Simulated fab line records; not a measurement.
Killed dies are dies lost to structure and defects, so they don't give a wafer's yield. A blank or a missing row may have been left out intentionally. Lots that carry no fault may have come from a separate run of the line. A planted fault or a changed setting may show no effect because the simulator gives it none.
A lot that was struck, set against a sound lot -- flow nand-harc -- 33 out of 1302 route steps
Sound: these wafers, L344.2, L344.4, L344.6. Struck: wafers L333.1, L333.3, L333.5. Last of all comes the cause.
Each step with rows lists, per side, the tool, then ch with its chambers, then its first start. Under that, the readings that differ: sound wafers -- struck wafers -- difference of the means -- sigmas: that difference in standard deviations of wafers without a fault.
alike: readings whose means differ by less than 2 such deviations, and words and numbers that are the same on both sides. not compared: withheld readings, readings that some wafer has no value for, bounds like >300 that may hide the same value, and numbers for which the record gives no deviation and whose values overlap.
Wherever a step has rows on one side only, a row that says differs or no value, or a row with sigmas, the two part there. When numbers do not overlap yet have no deviation, they are printed without sigmas and do not part them. A reading that every wafer of one side lacks parts them only if that side has two wafers or more.

first, 2 steps without rows for these wafers: NHARC_P_M0_DESCUM_14 (chemistry O2, time 3 s); NHARC_P_M0_ETCH_34 (etches the open film in N2/H2, target depth 40 nm, overetch 12 nm, time 43.94 s).
NHARC_P_M0_ETCH_15: etches the open film in C4F8/Ar, target depth 150 nm, overetch 15 nm, time 82.5 s.
  sound on rie-diel-12 ch 0,1,3; struck on rie-diel-05 ch 0,1,3
reading,sound,struck,difference,sigmas
oes-product-au (a.u.),0.954 0.962 0.972,0.920 0.908 0.910,-0.050,-2
  alike: chamber-pressure-mTorr, rf-vpp-V
  not compared: rf-hours-counter-h
NHARC_P_M0_CD_MEAS_16:
  sound on cd-sem-01 at day 13 22:12; struck on cd-sem-01 at day 9 10:45
  alike: cd-nm
then, 4 steps without rows for these wafers: NHARC_P_M0_STRIP_18 (strips in N2/H2); NHARC_P_M0_STRIP_19 (strips in post etch residue remover, time 600 s); NHARC_P_M0_DEGAS_28 (time 60 s); NHARC_P_M0_PRE_CLEAN_29 (time 30 s).
NHARC_P_M0_PVD_20: deposits TaN, target thk 5 nm, time 8.06 s.
  sound on pvd-sputter-02; struck on pvd-sputter-02
  alike: cathode-dc-power-W, throttle-valve-pct
NHARC_P_M0_PVD_21: deposits Cu, target thk 30 nm, time 20.49 s.
  sound on pvd-sputter-02; struck on pvd-sputter-02
  alike: cathode-dc-power-W, throttle-valve-pct
then, 1 step without rows for these wafers: NHARC_P_M0_ECD_22 (material Cu, target thk 400 nm).
NHARC_P_M0_ANNEAL_30: time 90 s.
  sound on rtp-anneal-02 ch 0, day 13 23:36; struck on rtp-anneal-02 ch 0, day 9 12:14
  alike: wafer_temp_C_max
NHARC_P_M0_CMP_23: polishes, t overpolish 20 s, target thk 117.54 nm.
  sound on cmp-02 ch 1,2,3, day 13 23:55; struck on cmp-04 ch 1,2, day 9 12:35
  alike: edge-zone-pressure-frac, motor-current-A, slurry-flow-ml-min, time-to-endpoint-s
NHARC_P_M0_THK_MEAS_24: measures by xrf.
  sound on film-metro-02 at day 14 00:12; struck on film-metro-01 at day 9 12:54
  alike: thk-nm
after that, 1 step had no rows for these wafers: NHARC_P_M0_SRD_25.
NHARC_P_M0_INSPECT_27:
  sound on defect-inspect-01 at day 14 00:22; struck on defect-inspect-02 at day 9 13:03
reading,sound,struck,difference,sigmas
raw-defect-count,287 96 108,664 835 801,+603,+6
then, 1 step without rows for these wafers: NHARC_P_M0_PRE_CLEAN_31 (time 12 s).
NHARC_P_M0_DEP_32: deposits SiCN, target thk 30 nm.
  sound on pecvd-02 ch 0,1,2, day 14 00:33; struck on pecvd-01 ch 0,1, day 9 13:12
  alike: heater-power-w
then, 10 steps without rows for these wafers: NHARC_P_M1_DEP_00 (deposits SiOC, target thk 182.5 nm); NHARC_P_M1_DEHYDRATE_01 (time 120 s); NHARC_P_M1_HMDS_02 (time 30 s); NHARC_P_M1_COAT_34 (time 65 s); NHARC_P_M1_COAT_03 (resist thk 90 nm); NHARC_P_M1_SOFTBAKE_04 (time 55 s); NHARC_P_M1_EBR_05; NHARC_P_M1_EXPOSE_06 (exposes mask P M1, target cd 130 nm); NHARC_P_M1_PEB_07 (peb time 65 s); NHARC_P_M1_DEVELOP_08 (develop time 35 s).
NHARC_P_M1_CD_MEAS_09: target cd 130 nm.
  sound on cd-sem-02 ch 0, day 14 01:44; struck on cd-sem-03 ch 0, day 9 14:28
  alike: cd-nm
NHARC_P_M1_OVL_MEAS_10: pitch 260 nm.
  sound on overlay-01 at day 14 01:49; struck on overlay-02 at day 9 14:34
  alike: overlay-x-nm, overlay-y-nm
NHARC_P_M1_INSPECT_11:
  sound on defect-inspect-02 at day 14 01:51; struck on defect-inspect-02 at day 9 14:36
reading,sound,struck,difference,sigmas
raw-defect-count,4 2 1,391 342 324,+350,+99 or more
then, 1 step without rows for these wafers: NHARC_P_M1_DESCUM_14 (chemistry O2, time 3 s).
-- jump in the record: it breaks off in module P_M1 and resumes in module END (first step shown: number 1302 of the route), and 18 days separate the struck wafers' starts before and after --
NHARC_END_SORT_01:
  sound on prober-01 ch 0, day 32 06:06; struck on prober-01 ch 0, day 27 18:59
reading,sound,struck,difference,sigmas
defect-limited-yield (%),87.6 90.8 89.8,54.8 58.8 58.3,-32.1,-11
killed-at-array,82 58 69,29 26 28,-42,-2
killed-at-periphery,2 3 0,277 253 254,+260,+93
killed-dies,84 62 69,306 279 282,+217,+11
sort_bin_2_pct (%),5.0 2.2 3.7,15.7 14.0 12.3,+10.4,+9
sort_bin_3_pct (%),0.4 0.6 1.0,3.8 3.1 2.1,+2.3,+6
sort_bin_4_pct (%),6.9 6.4 5.5,25.7 24.1 27.3,+19.4,+12
sort-n-pass,593 615 608,371 398 395,-217,-11
sort-rim-yield-pct (%),94 90 91,65 58 64,-29,-6
sort-yield-pct (%),87.6 90.8 89.8,54.8 58.8 58.3,-32.1,-11
  alike: killed-at-other, killed-open, killed-short

== WHERE THEY PART ==
Last at NHARC_END_SORT_01 as far as this record goes, first at NHARC_P_M0_ETCH_15.

WHY: what the simulator had put in
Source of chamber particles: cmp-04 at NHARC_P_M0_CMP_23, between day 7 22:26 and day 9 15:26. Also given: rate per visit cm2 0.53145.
